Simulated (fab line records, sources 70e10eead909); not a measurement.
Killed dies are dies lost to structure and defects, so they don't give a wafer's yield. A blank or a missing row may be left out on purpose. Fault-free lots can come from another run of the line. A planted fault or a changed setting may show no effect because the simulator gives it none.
Chamber matching / flow nand_harc / NHARC_P_BONDPAD_CMP_32 on cmp-02 has 4 sister chambers
The step polishes SiCN, target thk 200 nm. 8 wafers are shown with their chamber, then 10 later ones without.

## WAFERS WITH THEIR CHAMBER
wafer=L086.1; chamber=1; motor_current_A (A)=10.9
wafer=L086.2; chamber=3; motor_current_A (A)=12.9
wafer=L086.5; chamber=0; motor_current_A (A)=10.6
wafer=L089.1; chamber=1; motor_current_A (A)=10.7
wafer=L089.2; chamber=2; motor_current_A (A)=13.7
wafer=L089.6; chamber=2; motor_current_A (A)=13.6
wafer=L091.2; chamber=0; motor_current_A (A)=10.8
wafer=L091.3; chamber=3; motor_current_A (A)=12.8

## WAFERS WITH NO CHAMBER GIVEN
wafer=L091.4; motor_current_A (A)=14.1
wafer=L093.1; motor_current_A (A)=14.2
wafer=L093.3; motor_current_A (A)=10.9
wafer=L093.4; motor_current_A (A)=12.5
wafer=L096.1; motor_current_A (A)=13.3
wafer=L096.2; motor_current_A (A)=11.1
wafer=L096.5; motor_current_A (A)=13.0
wafer=L097.2; motor_current_A (A)=11.1
wafer=L097.3; motor_current_A (A)=14.0
wafer=L097.4; motor_current_A (A)=10.7

## EACH ONE'S CHAMBER
wafer=L091.4; from the rows above=2; in truth=2
wafer=L093.1; from the rows above=2; in truth=2
wafer=L093.3; from the rows above=can't be placed: 1 or 0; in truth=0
wafer=L093.4; from the rows above=3; in truth=3
wafer=L096.1; from the rows above=can't be placed: 2 or 3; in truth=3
wafer=L096.2; from the rows above=can't be placed: 1 or 0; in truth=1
wafer=L096.5; from the rows above=3; in truth=3
wafer=L097.2; from the rows above=can't be placed: 1 or 0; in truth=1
wafer=L097.3; from the rows above=2; in truth=2
wafer=L097.4; from the rows above=can't be placed: 0 or 1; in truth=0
5 of 10 placed correctly. Unplaceable from these rows: 5, with the true chamber sitting among the candidates in 5. 0 placed wrongly.
How it was worked out, from the rows above alone: a wafer's distance from a chamber is the root of the sum, over the readings, of the square of ((its reading less the chamber's mean) divided by the reading's scatter). If the next closest chamber is less than 2 further off than the closest, the wafer can't be placed; otherwise it belongs to the closest. The mean given for a chamber averages the wafers shown for that chamber. How the scatter is found: for the shown wafers, subtract from each reading the mean of its chamber, square and add these, divide the total by (wafers less chambers), then take the root.
